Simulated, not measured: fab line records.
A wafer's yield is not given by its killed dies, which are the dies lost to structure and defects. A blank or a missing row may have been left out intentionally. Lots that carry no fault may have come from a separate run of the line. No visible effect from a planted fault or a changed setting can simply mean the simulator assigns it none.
Chamber matching + flow nand harc + cmp-01 running NHARC_A_STAIRCASE_CMP_472: 4 sister chambers
The step polishes SiO2. 18 wafers are shown with their chamber, then 9 later ones without.

## WAFERS WITH THEIR CHAMBER
| wafer  | chamber | motor current A (A) |
|--------|---------|---------------------|
| L080.1 | 3       | 13.2                |
| L080.3 | 2       | 12.2                |
| L080.6 | 3       | 12.6                |
| L077.1 | 2       | 12.0                |
| L077.5 | 2       | 12.2                |
| L077.6 | 3       | 12.6                |
| L082.2 | 2       | 11.4                |
| L082.3 | 1       | 11.7                |
| L082.6 | 0       | 14.6                |
| L087.1 | 1       | 11.5                |
| L087.3 | 3       | 12.6                |
| L087.4 | 0       | 13.9                |
| L094.4 | 1       | 11.7                |
| L094.5 | 1       | 11.7                |
| L094.6 | 2       | 11.8                |
| L092.4 | 3       | 13.2                |
| L092.5 | 0       | 13.7                |
| L092.6 | 1       | 11.5                |

SIGNATURES, as means of the wafers listed above
| reading         | chamber 0 | chamber 1 | chamber 2 | chamber 3 | scatter within a chamber |
|-----------------|-----------|-----------|-----------|-----------|--------------------------|
| motor current A | 14.067    | 11.620    | 11.920    | 12.840    | 0.313                    |
Rule: a wafer's distance from a chamber is the root of the sum, over the readings, of the square of ((its reading less the chamber's mean) divided by the reading's scatter). The wafer belongs to the nearest chamber; if the next one is less than 2 further off, it can't be placed. How the scatter is found: for the shown wafers, subtract from each reading the mean of its chamber, square and add these, divide the total by (wafers less chambers), then take the root.

## WAFERS WITH NO CHAMBER GIVEN
| wafer  | motor current A (A) |
|--------|---------------------|
| L091.1 | 12.8                |
| L091.3 | 14.0                |
| L091.4 | 11.8                |
| L095.1 | 11.8                |
| L095.2 | 12.3                |
| L095.4 | 14.0                |
| L096.3 | 12.7                |
| L096.4 | 11.4                |
| L096.6 | 11.9                |

## EACH ONE'S CHAMBER
| wafer  | from the rows above          | in truth |
|--------|------------------------------|----------|
| L091.1 | 3                            | 3        |
| L091.3 | 0                            | 0        |
| L091.4 | can't be placed: 2 or 1      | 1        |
| L095.1 | can't be placed: 2 or 1      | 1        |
| L095.2 | can't be placed: 2 or 3 or 1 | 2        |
| L095.4 | 0                            | 0        |
| L096.3 | 3                            | 3        |
| L096.4 | can't be placed: 1 or 2      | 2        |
| L096.6 | can't be placed: 2 or 1      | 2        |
Correct placement for 4 of the 9. Unplaceable from these rows: 5, with the true chamber sitting among the candidates in 5. Number placed wrongly: 0.
